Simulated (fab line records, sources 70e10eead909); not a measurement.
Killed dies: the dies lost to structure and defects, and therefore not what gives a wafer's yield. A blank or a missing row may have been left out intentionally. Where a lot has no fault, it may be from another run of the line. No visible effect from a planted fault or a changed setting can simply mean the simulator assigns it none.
fab line records	flow nand-harc
record lots=24	wafers=72	last-day=24
route steps=1159 shown A_WL_FILL@814 A_CONTACT@874
lots with no fault: from the same line, run without faults
start-h: the number of hours between the record's first day and the start of the first shown wafer of the lot	wait-h: hours from the lot's prior step to this one	" same as the row above	L1.1+2: a single row standing in for several wafers	- no value, or no start given	* or withheld: withheld	< > ~ a bound
route shown NAME@n: names a module that has steps shown in the file, with the first one's number in the route	usual: average and standard deviation across the fault-free wafers	same: alike in all rows	chamber/n: place in a boat	sites: the reading at each site	_std_site: standard deviation across them	_edge_site: mean of outer sites minus mean of inner sites	radius-mm: for every site, how far away it sits from the centre of the wafer	mask NAME#n: copy n	behind: the tool/chamber that last shaped the wafer	hold: why the lot was held/for how many hours/how that ended	device: the n, p or np transistor that did not switch	end of line: the route-end tests of the same wafers	a step given without rows: its recipe and nothing more	killed: dies that structure and defects cost at the first sort, which is not the same as the wafer's yield	map: the dies of a wafer, with x for killed, . for not killed, _ for no die there
set.NAME: the setting as run; set.NAME@STEP: as run at that earlier step	model.NAME: the simulator's own value behind a step, which no gauge read
one table for each step of the route and one row for each wafer, over a sample of lots
services: a tool's chamber out of use, with start hour (start-h, from the record's first day; less than 0 if before it), hours out, and reason
## steps
# step NHARC_A_WL_FILL_ETCHBACK_04
# recipe target-depth-a=600	time-s=120	chemistry=NF3
# usual drypump-motor-current-A=5.5/0.38	oes-product-au=0.995/0.0099
lot.wafer	tool	chamber	start-h	wait-h	drypump-motor-current-A	oes-product-au	rf-hours-counter-h
L075.2	rie-metal-02	0	337.75	2.4	4.9	0.983	3.4
L075.4	"	1	"	"	5.6	1.018	-
L075.3	"	0	"	"	4.9	0.983	-
L074.1	rie-metal-03	0	340.55	2.4	5.7	0.979	1.8
L074.4	"	0	"	"	5.7	0.978	-
L074.5	"	0	"	"	5.7	0.991	-
L076.2	rie-metal-01	0	346.34	2.8	5.5	0.999	0.0
L076.1	"	1	"	"	6.0	0.983	0.0
L076.6	"	0	"	"	5.5	0.993	-
L077.1	rie-metal-01	1	347.68	2.4	6.0	0.997	0.2
L077.4	"	1	"	"	6.0	0.992	-
L077.5	"	0	"	"	5.5	0.991	-
L078.3	rie-metal-01	0	361.43	2.0	5.5	0.994	-
L078.6	"	1	"	"	6.0	0.980	-
L078.5	"	0	"	"	5.5	0.994	-
L080.2	rie-metal-01	0	370.35	2.9	5.5	0.997	0.8
L080.3	"	1	"	"	6.0	0.996	-
L080.4	"	0	"	"	5.5	0.996	-
L079.2	rie-metal-02	0	371.05	2.9	4.9	0.992	4.2
L079.1	"	1	"	"	5.6	1.021	4.6
L079.5	"	0	"	"	4.9	0.999	-
L082.2	rie-metal-01	0	383.54	2.8	5.5	1.002	1.2
L082.6	"	0	"	"	5.5	1.008	-
L082.5	"	1	"	"	6.0	0.998	-
L081.2	rie-metal-03	0	386.40	2.4	5.7	0.977	2.8
L081.4	"	0	"	"	5.7	0.979	-
L081.5	"	1	"	"	5.2	0.997	-
L084.1	rie-metal-01	1	395.61	2.8	6.0	0.989	1.9
L084.2	"	0	"	"	5.5	0.988	1.9
L084.4	"	1	"	"	6.0	0.995	-
L083.2	rie-metal-02	0	399.00	2.4	4.9	0.995	0.0
L083.4	"	0	"	"	4.9	0.992	-
L083.3	"	1	"	"	5.6	1.009	-
L087.1	rie-metal-02	0	409.94	2.9	4.9	1.001	0.2
L087.4	"	0	"	"	4.9	1.005	-
L087.6	"	0	"	"	4.9	1.017	-
L085.2	rie-metal-03	0	410.16	2.8	5.7	0.984	3.7
L085.1	"	1	"	"	5.2	0.982	3.7
L085.3	"	1	"	"	5.2	0.982	-
L086.1	rie-metal-01	0	412.67	2.3	5.5	0.995	2.2
L086.3	"	1	"	"	6.0	0.990	-
L086.6	"	0	"	"	5.5	0.994	-
L088.2	rie-metal-02	1	414.99	2.8	5.6	0.992	0.5
L088.1	"	0	"	"	4.9	1.002	0.5
L088.4	"	1	"	"	5.6	0.999	-
L091.2	rie-metal-01	0	428.43	2.4	5.5	0.990	2.5
L091.4	"	0	"	"	5.5	0.989	-
L091.5	"	1	"	"	6.0	0.993	-
L090.1	rie-metal-02	0	428.46	2.4	4.9	0.994	0.8
L090.4	"	0	"	"	4.9	0.995	-
L090.3	"	1	"	"	5.6	0.994	-
L089.2	rie-metal-02	0	435.72	2.4	4.9	1.013	1.1
L089.3	"	1	"	"	5.6	0.997	-
L089.5	"	0	"	"	4.9	0.989	-
L092.3	rie-metal-02	1	441.10	2.0	5.6	1.001	-
L092.6	"	1	"	"	5.6	0.990	-
L092.5	"	0	"	"	4.9	0.995	-
L094.1	rie-metal-01	1	453.52	2.4	6.0	1.001	3.4
L094.3	"	1	"	"	6.0	0.994	-
L094.5	"	1	"	"	6.0	0.987	-
L093.2	rie-metal-02	1	453.65	2.9	5.6	0.999	1.7
L093.4	"	1	"	"	5.6	0.997	-
L093.3	"	0	"	"	4.9	1.004	-
L096.4	rie-metal-03	1	463.75	1.9	5.2	0.995	-
L096.3	"	0	"	"	5.7	0.987	-
L096.6	"	1	"	"	5.2	0.982	-
L095.2	rie-metal-02	1	465.01	2.9	5.6	0.990	1.9
L095.3	"	1	"	"	5.6	0.989	-
L095.5	"	0	"	"	4.9	0.997	-
L097.2	rie-metal-01	0	466.53	2.9	5.5	0.976	3.9
L097.4	"	1	"	"	6.0	0.992	-
L097.5	"	1	"	"	6.0	0.997	-
# step NHARC_A_CONTACT_ETCH_123
# recipe source-w=withheld	pressure-mtorr=20	bias-v=400	time-s=253	target-depth-a=10900	ar-flow-sccm=withheld	c4f8-flow-sccm=11.5	o2-flow-sccm=7.2	chemistry=C4F8/O2/Ar
lot.wafer	tool	chamber	start-h	wait-h	rf-hours-counter-h
L075.2	har-cap-etch-01	0	363.94	0.1	42
L075.4	"	0	"	"	-
L075.3	"	1	"	"	-
L074.1	har-cap-etch-02	0	370.13	0.1	15
L074.4	"	0	"	"	-
L074.5	"	1	"	"	-
L077.1	har-cap-etch-02	0	375.73	0.2	16
L077.4	"	1	"	"	-
L077.5	"	1	"	"	-
L076.2	har-cap-etch-03	0	376.80	0.1	93
L076.1	"	1	"	"	93
L076.6	"	0	"	"	-
L078.3	har-cap-etch-03	0	397.88	0.2	-
L078.5	"	1	"	"	-
L078.6	"	0	"	"	-
L080.2	har-cap-etch-02	1	403.32	0.1	20
L080.3	"	1	"	"	-
L080.4	"	0	"	"	-
L079.1	har-cap-etch-03	0	408.63	0.1	97
L079.2	"	1	"	"	97
L079.5	"	0	"	"	-
L082.2	har-cap-etch-03	1	414.57	0.1	98
L082.6	"	1	"	"	-
L082.5	"	0	"	"	-
L081.2	har-cap-etch-02	1	416.63	0.1	22
L081.4	"	0	"	"	-
L081.5	"	0	"	"	-
L084.1	har-cap-etch-03	1	427.31	0.1	100
L084.2	"	0	"	"	100
L084.4	"	0	"	"	-
L083.2	har-cap-etch-01	1	428.32	0.1	54
L083.4	"	1	"	"	-
L083.3	"	0	"	"	-
L085.1	har-cap-etch-01	0	440.81	0.1	57
L085.2	"	1	"	"	57
L085.3	"	0	"	"	-
L087.1	har-cap-etch-03	0	440.83	0.1	102
L087.4	"	0	"	"	-
L087.6	"	0	"	"	-
L086.1	har-cap-etch-03	0	444.69	0.1	103
L086.3	"	0	"	"	-
L086.6	"	0	"	"	-
L088.1	har-cap-etch-01	1	449.00	0.1	58
L088.2	"	0	"	"	58
L088.4	"	1	"	"	-
L091.2	har-cap-etch-01	1	457.98	0.1	61
L091.4	"	1	"	"	-
L091.5	"	0	"	"	-
L090.1	har-cap-etch-03	1	458.11	0.1	106
L090.4	"	1	"	"	-
L090.3	"	0	"	"	-
L089.2	har-cap-etch-03	0	465.19	0.1	107
L089.3	"	0	"	"	-
L089.5	"	0	"	"	-
L092.3	har-cap-etch-03	1	471.15	0.2	-
L092.5	"	1	"	"	-
L092.6	"	0	"	"	-
L093.2	har-cap-etch-02	0	483.19	0.1	37
L093.3	"	0	"	"	-
L093.4	"	1	"	"	-
L094.1	har-cap-etch-03	0	483.66	0.1	111
L094.3	"	0	"	"	-
L094.5	"	1	"	"	-
L096.4	har-cap-etch-01	0	494.64	0.2	-
L096.3	"	1	"	"	-
L096.6	"	1	"	"	-
L097.2	har-cap-etch-03	0	494.73	0.1	113
L097.4	"	0	"	"	-
L097.5	"	1	"	"	-
L095.2	har-cap-etch-02	0	498.30	0.1	40
L095.3	"	1	"	"	-
L095.5	"	1	"	"	-
# step NHARC_A_CONTACT_CD_MEAS_53
# usual cd-nm=189.5/0.83
lot.wafer	tool	chamber	start-h	wait-h	cd-nm
L075.2	cd-sem-02	-	364.80	-	190.4
L075.3	"	-	"	"	189.7
L075.4	"	-	"	"	189.4
L074.1	cd-sem-03	-	370.90	-	189.6
L074.4	"	-	"	"	189.7
L074.5	"	-	"	"	190.4
L077.1	cd-sem-02	-	376.62	-	190.7
L077.4	"	-	"	"	190.7
L077.5	"	-	"	"	190.3
L076.1	cd-sem-03	-	377.62	-	188.4
L076.2	"	-	"	"	188.7
L076.6	"	-	"	"	188.4
L078.3	cd-sem-02	-	398.54	-	190.4
L078.5	"	-	"	"	188.7
L078.6	"	-	"	"	188.8
L080.2	cd-sem-01	-	404.14	-	189.2
L080.3	"	-	"	"	187.6
L080.4	"	-	"	"	187.3
L079.1	cd-sem-01	-	409.45	-	188.6
L079.2	"	-	"	"	189.0
L079.5	"	-	"	"	189.1
L082.2	cd-sem-02	-	415.39	-	188.2
L082.5	"	-	"	"	188.8
L082.6	"	-	"	"	188.9
L081.2	cd-sem-02	-	417.40	-	189.5
L081.4	"	-	"	"	190.7
L081.5	"	-	"	"	189.6
L084.1	cd-sem-02	-	428.13	-	190.6
L084.2	"	-	"	"	190.3
L084.4	"	-	"	"	190.0
L083.2	cd-sem-02	-	429.22	-	190.0
L083.3	"	-	"	"	189.6
L083.4	"	-	"	"	191.3
L085.1	cd-sem-02	-	441.70	-	189.6
L085.2	"	-	"	"	190.7
L085.3	"	-	"	"	189.3
L087.1	cd-sem-01	-	442.26	-	190.6
L087.4	"	-	"	"	190.7
L087.6	"	-	"	"	189.3
L086.1	cd-sem-03	-	445.61	0.1	188.8
L086.3	"	-	"	"	189.0
L086.6	"	-	"	"	189.4
L088.1	cd-sem-01	-	449.92	-	189.4
L088.2	"	-	"	"	189.3
L088.4	"	-	"	"	189.0
L091.2	cd-sem-01	-	458.89	-	189.0
L091.4	"	-	"	"	189.2
L091.5	"	-	"	"	188.6
L090.1	cd-sem-03	-	458.94	-	188.4
L090.3	"	-	"	"	188.8
L090.4	"	-	"	"	188.4
L089.2	cd-sem-02	-	466.02	-	189.7
L089.3	"	-	"	"	189.6
L089.5	"	-	"	"	190.1
L092.3	cd-sem-02	-	471.87	-	189.4
L092.5	"	-	"	"	189.2
L092.6	"	-	"	"	190.0
L093.2	cd-sem-02	-	484.07	-	189.4
L093.3	"	-	"	"	189.5
L093.4	"	-	"	"	190.5
L094.1	cd-sem-02	-	484.48	-	189.9
L094.3	"	-	"	"	189.7
L094.5	"	-	"	"	189.4
L096.3	cd-sem-02	-	495.37	-	188.8
L096.4	"	-	"	"	188.7
L096.6	"	-	"	"	189.2
L097.2	cd-sem-01	-	495.63	-	189.6
L097.4	"	-	"	"	189.7
L097.5	"	-	"	"	190.0
L095.2	cd-sem-02	-	499.11	-	187.8
L095.3	"	-	"	"	187.4
L095.5	"	-	"	"	187.4
# step NHARC_A_CONTACT_DEP_58
# recipe target-thk-a=600	target-thk-nm=60	temp-c=400	pressure-torr=3.5	flow-sccm=200	rf-w=350	material=SiON
# usual heater-power-w=773/110
lot.wafer	tool	chamber	start-h	wait-h	heater-power-w
L075.2	pecvd-01	2	368.97	1.2	773
L075.3	"	1	"	"	601
L075.4	"	0	"	"	625
L074.1	pecvd-01	0	377.68	1.6	682
L074.4	"	0	"	"	704
L074.5	"	1	"	"	617
L077.1	pecvd-01	1	381.05	1.5	657
L077.5	"	2	"	"	959
L077.4	"	1	"	"	641
L076.1	pecvd-03	0	382.70	1.4	820
L076.2	"	1	"	"	674
L076.6	"	0	"	"	826
L078.3	pecvd-03	2	401.26	0.9	824
L078.6	"	1	"	"	740
L078.5	"	2	"	"	831
L080.2	pecvd-04	2	409.08	1.2	710
L080.3	"	2	"	"	739
L080.4	"	1	"	"	822
L079.2	pecvd-01	2	416.14	1.2	871
L079.1	"	0	"	"	631
L079.5	"	1	"	"	655
L082.2	pecvd-03	2	421.01	1.3	828
L082.6	"	0	"	"	806
L082.5	"	1	"	"	661
L081.2	pecvd-04	0	422.90	1.2	743
L081.5	"	1	"	"	903
L081.4	"	2	"	"	834
L084.2	pecvd-03	0	430.96	1.1	825
L084.1	"	1	"	"	627
L084.4	"	1	"	"	662
L083.2	pecvd-04	1	433.08	1.4	944
L083.3	"	2	"	"	874
L083.4	"	1	"	"	937
L085.2	pecvd-01	2	444.81	1.2	864
L085.1	"	0	"	"	716
L085.3	"	1	"	"	557
L087.1	pecvd-03	1	446.57	1.5	726
L087.4	"	2	"	"	671
L087.6	"	0	"	"	737
L086.3	pecvd-03	0	450.51	1.1	727
L086.1	"	2	"	"	793
L086.6	"	0	"	"	741
L088.1	pecvd-04	2	452.60	1.4	762
L088.2	"	1	"	"	863
L088.4	"	0	"	"	781
L091.2	pecvd-04	1	465.32	1.2	821
L091.4	"	0	"	"	751
L091.5	"	2	"	"	834
L090.1	pecvd-01	1	465.41	1.5	642
L090.3	"	2	"	"	1017
L090.4	"	0	"	"	669
L089.3	pecvd-04	2	469.34	0.9	735
L089.2	"	0	"	"	874
L089.5	"	1	"	"	863
L092.3	pecvd-04	0	474.77	0.9	822
L092.5	"	2	"	"	732
L092.6	"	0	"	"	842
L093.2	pecvd-01	1	488.89	1.2	637
L093.3	"	2	"	"	875
L093.4	"	2	"	"	897
L094.3	pecvd-04	1	489.15	0.9	939
L094.1	"	2	"	"	748
L094.5	"	1	"	"	918
L096.3	pecvd-01	0	498.99	0.9	699
L096.6	"	2	"	"	1036
L096.4	"	1	"	"	597
L097.2	pecvd-04	0	499.99	1.2	890
L097.5	"	0	"	"	888
L097.4	"	1	"	"	834
L095.3	pecvd-01	0	501.95	0.9	627
L095.2	"	2	"	"	901
L095.5	"	1	"	"	632
# step NHARC_A_CONTACT_ETCH_131
# recipe source-w=withheld	pressure-mtorr=20	bias-v=1200	time-s=155	target-depth-a=9560	ar-flow-sccm=withheld	c4f8-flow-sccm=withheld	o2-flow-sccm=withheld	chemistry=C4F8/O2/Ar
lot.wafer	tool	chamber	start-h	wait-h	rf-hours-counter-h
L075.2	har-cap-etch-03	0	371.93	0.1	92
L075.3	"	0	"	"	-
L075.4	"	1	"	"	-
L074.1	har-cap-etch-01	0	380.81	0.1	46
L074.4	"	1	"	"	-
L074.5	"	0	"	"	-
L077.1	har-cap-etch-02	1	384.30	0.1	18
L077.4	"	1	"	"	-
L077.5	"	0	"	"	-
L076.1	har-cap-etch-01	1	385.67	0.1	47
L076.2	"	0	"	"	47
L076.6	"	1	"	"	-
L078.3	har-cap-etch-01	0	404.25	0.1	-
L078.6	"	0	"	"	-
L078.5	"	1	"	"	-
L080.2	har-cap-etch-01	0	412.17	0.1	50
L080.3	"	0	"	"	-
L080.4	"	1	"	"	-
L079.1	har-cap-etch-01	1	419.07	0.1	52
L079.2	"	0	"	"	52
L079.5	"	1	"	"	-
L082.2	har-cap-etch-02	1	424.32	0.1	23
L082.6	"	0	"	"	-
L082.5	"	1	"	"	-
L081.2	har-cap-etch-01	0	426.23	0.1	53
L081.4	"	0	"	"	-
L081.5	"	0	"	"	-
L084.2	har-cap-etch-01	0	434.13	0.1	55
L084.1	"	1	"	"	55
L084.4	"	0	"	"	-
L083.2	har-cap-etch-02	0	436.65	0.1	26
L083.3	"	1	"	"	-
L083.4	"	0	"	"	-
L085.2	har-cap-etch-02	1	449.03	0.1	29
L085.1	"	0	"	"	29
L085.3	"	0	"	"	-
L087.1	har-cap-etch-01	1	450.38	0.1	59
L087.4	"	0	"	"	-
L087.6	"	0	"	"	-
L086.1	har-cap-etch-02	1	453.55	0.1	30
L086.3	"	1	"	"	-
L086.6	"	0	"	"	-
L088.2	har-cap-etch-03	1	455.72	0.1	104
L088.1	"	0	"	"	104
L088.4	"	0	"	"	-
L091.2	har-cap-etch-02	1	468.24	0.1	33
L091.4	"	1	"	"	-
L091.5	"	1	"	"	-
L090.1	har-cap-etch-01	0	468.99	0.1	63
L090.4	"	0	"	"	-
L090.3	"	1	"	"	-
L089.2	har-cap-etch-02	1	472.49	0.1	34
L089.3	"	1	"	"	-
L089.5	"	1	"	"	-
L092.3	har-cap-etch-02	0	477.88	0.1	-
L092.5	"	0	"	"	-
L092.6	"	1	"	"	-
L093.2	har-cap-etch-03	1	492.06	0.1	112
L093.3	"	0	"	"	-
L093.4	"	1	"	"	-
L094.1	har-cap-etch-02	0	492.24	0.1	39
L094.3	"	1	"	"	-
L094.5	"	1	"	"	-
L096.4	har-cap-etch-02	1	502.23	0.1	-
L096.3	"	0	"	"	-
L096.6	"	1	"	"	-
L097.2	har-cap-etch-01	1	503.11	0.1	67
L097.4	"	0	"	"	-
L097.5	"	0	"	"	-
L095.2	har-cap-etch-03	1	505.13	0.1	115
L095.3	"	0	"	"	-
L095.5	"	0	"	"	-
# step NHARC_A_CONTACT_STRIP_82
# recipe o2-flow-sccm=500	ar-flow-sccm=0	bias-w=0	chemistry=O2
# usual drypump-motor-current-A=5.71/0.24	oes-product-au=0.997/0.011	rf-vpp-V=57.6/0.98	showerhead-plenum-p-Torr=3.49/0.13	throttle-valve-pct=17.038/0.0094
lot.wafer	tool	chamber	start-h	wait-h	drypump-motor-current-A	oes-product-au	rf-hours-counter-h	rf-vpp-V	showerhead-plenum-p-Torr	throttle-valve-pct
L075.2	rie-diel-08	0	-	-	5.58	1.002	14	58.3	3.46	17.038
L075.3	"	1	"	"	5.93	1.009	14	57.8	3.66	17.035
L075.4	"	2	"	"	5.36	1.002	14	57.9	3.31	17.031
L074.1	rie-diel-01	1	-	-	5.85	1.000	22	56.6	3.32	17.012
L074.4	"	2	"	"	5.84	0.990	22	58.2	3.69	17.025
L074.5	"	1	"	"	5.84	1.008	-	55.9	3.32	17.052
L077.4	rie-diel-01	3	-	-	6.11	0.986	27	57.5	3.57	17.044
L077.1	"	2	"	"	5.79	0.996	23	57.4	3.69	17.041
L077.5	"	3	"	"	6.07	0.980	-	57.5	3.56	17.033
L076.1	rie-diel-08	0	-	-	5.60	0.995	17	57.7	3.46	17.041
L076.2	"	3	"	"	5.95	0.987	16	60.3	3.44	17.040
L076.6	"	1	"	"	5.92	0.991	-	59.0	3.66	17.039
L078.3	rie-diel-08	2	-	-	5.37	0.993	18	57.2	3.31	17.038
L078.5	"	0	"	"	5.58	1.007	-	55.9	3.46	17.026
L078.6	"	1	"	"	5.92	1.000	-	59.0	3.66	17.026
L080.2	rie-diel-01	1	-	-	5.84	1.004	34	55.9	3.31	17.041
L080.3	"	2	"	"	5.82	1.011	33	59.8	3.68	17.039
L080.4	"	3	"	"	6.13	0.983	35	57.3	3.56	17.037
L079.2	rie-diel-08	2	-	-	5.36	0.990	21	57.2	3.31	17.027
L079.1	"	0	"	"	5.61	1.004	22	56.8	3.45	17.031
L079.5	"	1	"	"	5.92	0.998	-	57.0	3.66	17.056
L082.2	rie-diel-01	3	-	-	6.07	0.991	38	56.0	3.56	17.035
L082.5	"	1	"	"	5.86	1.012	-	56.7	3.31	17.037
L082.6	"	3	"	"	6.08	0.987	-	57.8	3.56	17.032
L081.2	rie-diel-08	2	-	-	5.37	0.995	25	57.3	3.31	17.049
L081.5	"	0	"	"	5.58	1.017	-	55.7	3.45	17.042
L081.4	"	1	"	"	5.96	1.000	-	57.5	3.66	17.032
L084.1	rie-diel-11	1	-	-	5.77	0.980	20	58.5	3.43	17.045
L084.2	"	2	"	"	5.60	1.007	19	57.7	3.39	17.038
L084.4	"	3	"	"	5.79	0.993	23	57.4	3.63	17.054
L083.3	rie-diel-01	3	-	-	6.10	0.976	41	58.5	3.56	17.038
L083.2	"	1	"	"	5.86	1.014	40	58.0	3.31	17.033
L083.4	"	1	"	"	5.86	1.011	-	57.2	3.31	17.038
L085.1	rie-diel-08	1	-	-	5.94	0.997	29	57.0	3.65	17.036
L085.2	"	2	"	"	5.34	1.001	31	56.7	3.30	17.048
L085.3	"	3	"	"	5.98	0.992	21	56.6	3.43	17.028
L087.4	rie-diel-08	2	-	-	5.36	0.994	31	57.0	3.30	17.025
L087.1	"	1	"	"	5.94	1.000	29	57.5	3.65	17.028
L087.6	"	2	"	"	5.36	0.992	-	58.7	3.30	17.050
L086.3	rie-diel-01	3	-	-	6.05	0.987	48	58.6	3.55	17.053
L086.1	"	1	"	"	5.89	1.012	47	56.1	3.30	17.035
L086.6	"	1	"	"	5.84	1.024	-	55.6	3.30	17.042
L088.4	rie-diel-08	2	-	-	5.32	1.002	33	56.6	3.30	17.017
L088.1	"	3	"	"	5.99	0.988	22	57.8	3.43	17.034
L088.2	"	1	"	"	5.96	0.999	31	59.7	3.65	17.045
L091.2	rie-diel-08	3	-	-	5.96	0.984	25	58.3	3.43	17.044
L091.4	"	0	"	"	5.57	1.001	36	57.4	3.45	17.040
L091.5	"	3	"	"	5.99	0.983	-	58.1	3.43	17.038
L090.3	rie-diel-11	0	-	-	5.47	0.995	39	58.9	3.67	17.041
L090.4	"	2	"	"	5.61	1.009	35	57.2	3.38	17.045
L090.1	"	3	"	"	5.79	1.002	39	57.8	3.62	17.031
L089.2	rie-diel-11	2	-	-	5.64	1.005	36	56.3	3.38	17.040
L089.3	"	1	"	"	5.77	0.978	37	57.6	3.42	17.057
L089.5	"	2	"	"	5.62	1.003	-	58.7	3.38	17.038
L092.3	rie-diel-11	1	-	-	5.78	0.974	40	58.4	3.41	17.044
L092.5	"	3	"	"	5.79	1.002	-	56.6	3.62	17.044
L092.6	"	0	"	"	5.43	1.007	-	57.7	3.67	17.031
L093.2	rie-diel-08	1	-	-	5.95	1.004	1	56.6	3.65	17.030
L093.4	"	2	"	"	5.35	0.994	1	56.4	3.30	17.025
L093.3	"	3	"	"	6.01	0.996	1	57.2	3.43	17.031
L094.3	rie-diel-11	0	-	-	5.45	1.001	46	58.4	3.66	17.045
L094.1	"	1	"	"	5.80	0.975	43	57.7	3.41	17.039
L094.5	"	3	"	"	5.76	0.999	-	57.9	3.62	17.027
L096.3	rie-diel-11	2	-	-	5.59	1.010	45	58.0	3.37	17.040
L096.4	"	0	"	"	5.44	1.012	51	59.2	3.66	17.024
L096.6	"	3	"	"	5.81	0.999	-	58.0	3.61	17.041
L097.4	rie-diel-08	0	-	-	5.59	1.014	4	57.3	3.44	17.056
L097.2	"	3	"	"	6.00	0.988	4	57.8	3.43	17.027
L097.5	"	1	"	"	5.92	1.002	-	57.4	3.65	17.035
L095.3	rie-diel-01	0	-	-	5.38	0.998	3	57.1	3.54	17.031
L095.2	"	1	"	"	5.85	1.021	2	55.9	3.29	17.042
L095.5	"	1	"	"	5.87	1.008	-	57.6	3.29	17.049
## services
tool	chamber	start-h	hours	kind
rie-diel-01	-	314.88	9.0	pm
pecvd-03	0	329.89	3.9	repair
rie-metal-01	-	332.00	9.0	pm
har-cap-etch-02	-	332.93	0.3	repair
pecvd-04	2	337.80	19.8	repair
rie-diel-08	3	359.70	1.3	repair
rie-diel-01	2	362.64	2.9	repair
rie-metal-02	-	366.14	0.6	repair
rie-diel-11	-	366.50	9.0	pm
rie-metal-02	-	367.54	0.2	repair
pecvd-04	-	376.56	13.0	pm
rie-metal-02	-	388.00	9.0	pm
pecvd-03	-	394.27	2.7	repair
pecvd-01	-	418.07	13.0	pm
rie-diel-01	2	423.97	50.2	repair
pecvd-03	2	431.30	3.2	repair
rie-diel-08	1	437.38	8.4	repair
har-cap-etch-03	-	446.99	7.1	repair
rie-diel-08	2	461.42	1.3	repair
rie-diel-01	3	466.91	9.3	repair
pecvd-03	-	473.54	13.0	pm
pecvd-04	2	477.63	5.5	repair
rie-diel-08	-	478.80	9.0	pm
rie-diel-01	-	491.88	9.0	pm
## key
fault none
